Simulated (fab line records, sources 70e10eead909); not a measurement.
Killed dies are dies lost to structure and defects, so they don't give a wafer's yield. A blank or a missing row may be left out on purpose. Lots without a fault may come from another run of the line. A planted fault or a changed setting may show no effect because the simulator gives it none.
Chamber matching | flow nand_harc | NHARC_A_STAIRCASE_DEP_417 on pecvd-02: 3 sister chambers
The step deposits Si3N4, target thk 60 nm. 6 wafers are shown with their chamber, then 11 later ones without.

WAFERS WITH THEIR CHAMBER
wafer  | chamber | heater_power_w (W) | showerhead_vpp_V (V)
L080.1 | 2       | 798                | 1299
L083.5 | 1       | 662                | 1251
L086.1 | 1       | 659                | 1283
L086.3 | 0       | 852                | 1316
L086.4 | 2       | 828                | 1318
L091.2 | 0       | 880                | 1317

WAFERS WITHOUT THEIR CHAMBER
wafer  | heater_power_w (W) | showerhead_vpp_V (V)
L091.4 | 795                | 1319
L091.5 | 886                | 1342
L092.2 | 697                | 1247
L092.5 | 673                | 1262
L092.6 | 687                | 1323
L094.2 | 756                | 1318
L094.3 | 659                | 1260
L094.4 | 738                | 1274
L097.3 | 751                | 1318
L097.5 | 604                | 1263
L097.6 | 965                | 1318

WHICH CHAMBER EACH WENT THROUGH
wafer  | from the rows above     | in truth
L091.4 | 2                       | 2
L091.5 | 0                       | 0
L092.2 | 1                       | 1
L092.5 | 1                       | 1
L092.6 | 1                       | 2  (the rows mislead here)
L094.2 | 2                       | 2
L094.3 | 1                       | 1
L094.4 | can't be placed: 1 or 2 | 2
L097.3 | 2                       | 2
L097.5 | 1                       | 1
L097.6 | 0                       | 0
Placed correctly: 9 of 11. Can't be placed from these rows: 1 (the true chamber is among the candidates in 1). Placed wrongly: 1.
How it was worked out, from the rows above alone: a wafer's distance from a chamber is the root of the sum, over the readings, of the square of ((its reading less the chamber's mean) divided by the reading's scatter). The wafer belongs to the nearest chamber; if the next one is less than 2 further off, it can't be placed. A chamber's mean is the mean of its shown wafers. The scatter: the root of (the sum of the squares of (reading less its chamber's mean) over the shown wafers, divided by (wafers less chambers)).
